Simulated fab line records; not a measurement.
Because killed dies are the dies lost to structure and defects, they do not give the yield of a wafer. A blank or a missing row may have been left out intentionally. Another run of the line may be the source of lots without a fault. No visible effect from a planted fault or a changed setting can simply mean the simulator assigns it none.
Chamber matching	flow nand-harc	NHARC_A_BLC_ETCH_17 on rie-diel-11 has 4 sister chambers
The step etches the open film in N2/H2, target depth 390 nm, time 609.38 s. 4 wafers are shown with their chamber, then 7 later ones without.

WAFERS WITH THEIR CHAMBER
wafer	chamber	showerhead-plenum-p-Torr (Torr)
L819.4	1	1.88
L833.5	3	1.98
L834.1	2	2.05
L834.5	0	2.12

WAFERS WITHOUT THEIR CHAMBER
wafer	showerhead-plenum-p-Torr (Torr)
L834.6	1.88
L838.1	2.05
L838.3	1.87
L838.6	2.05
L839.2	1.87
L839.5	2.05
L839.6	1.97

THE CHAMBER EACH PASSED THROUGH
wafer	from the rows above	in truth
L834.6	1	1
L838.1	2	2
L838.3	1	1
L838.6	2	2
L839.2	1	1
L839.5	2	2
L839.6	3	3
7 of 7 placed correctly. Left unplaced by these rows: 0. Wrongly placed: 0.
How it was worked out, from the rows above alone: a wafer's distance from a chamber is the root of the sum, over the readings, of the square of ((its reading less the chamber's mean) divided by the reading's scatter). The wafer belongs to the nearest chamber; if the next one is less than 2 further off, it can't be placed. A chamber's mean is the mean of its shown wafers. The scatter (one wafer shown for each chamber): square how far every hidden wafer sits from the nearest shown wafer, average those squares and take the square root.
